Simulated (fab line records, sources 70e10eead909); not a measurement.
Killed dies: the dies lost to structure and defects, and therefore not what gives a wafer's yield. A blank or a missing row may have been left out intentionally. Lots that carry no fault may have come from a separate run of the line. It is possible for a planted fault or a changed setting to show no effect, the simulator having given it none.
Matching of chambers -- flow nand harc -- NHARC_A_STAIRCASE_DEP_417 on pecvd-01 has 3 sister chambers
The step deposits Si3N4, target thk 60 nm. 20 wafers are shown with their chamber, then 10 later ones without.

== WAFERS, EACH WITH ITS CHAMBER ==
wafer,chamber,heater power w (W)
L079.3,0,672
L079.4,1,780
L079.5,0,518
L081.1,2,722
L081.2,1,828
L081.3,0,646
L081.4,1,817
L081.5,0,657
L081.6,2,757
L085.3,1,822
L085.5,0,547
L085.6,1,826
L089.2,2,770
L089.3,1,820
L089.5,2,737
L090.2,0,646
L090.3,2,788
L090.4,2,762
L092.1,2,810
L092.2,0,582

SIGNATURES (means of the wafers above)
reading,chamber 0,chamber 1,chamber 2,scatter within a chamber
heater power w,609.71,815.50,763.71,41.1
Rule: distance of a wafer from a chamber = root of the sum over the readings of ((wafer's reading minus chamber's mean) / reading's scatter) squared. The wafer belongs to the nearest chamber; if the next one is less than 2 further off, it can't be placed. How the scatter is found: for the shown wafers, subtract from each reading the mean of its chamber, square and add these, divide the total by (wafers less chambers), then take the root.

== WAFERS WITHOUT THEIR CHAMBER ==
wafer,heater power w (W)
L092.5,622
L091.2,662
L091.5,685
L091.6,846
L094.3,716
L094.4,578
L094.6,725
L096.1,744
L096.2,617
L096.5,760

== THE CHAMBER EACH PASSED THROUGH ==
wafer,from the rows above,in truth
L092.5,0,0
L091.2,can't be placed: 0 or 2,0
L091.5,can't be placed: 0 or 2 or 1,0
L091.6,can't be placed: 1 or 2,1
L094.3,can't be placed: 2 or 1 or 0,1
L094.4,0,0
L094.6,can't be placed: 2 or 1 or 0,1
L096.1,can't be placed: 2 or 1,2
L096.2,0,0
L096.5,can't be placed: 2 or 1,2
Correctly placed: 3 of 10. From these rows, 7 cannot be placed; in 7 the true chamber is one of the candidates. Placed wrongly: 0.
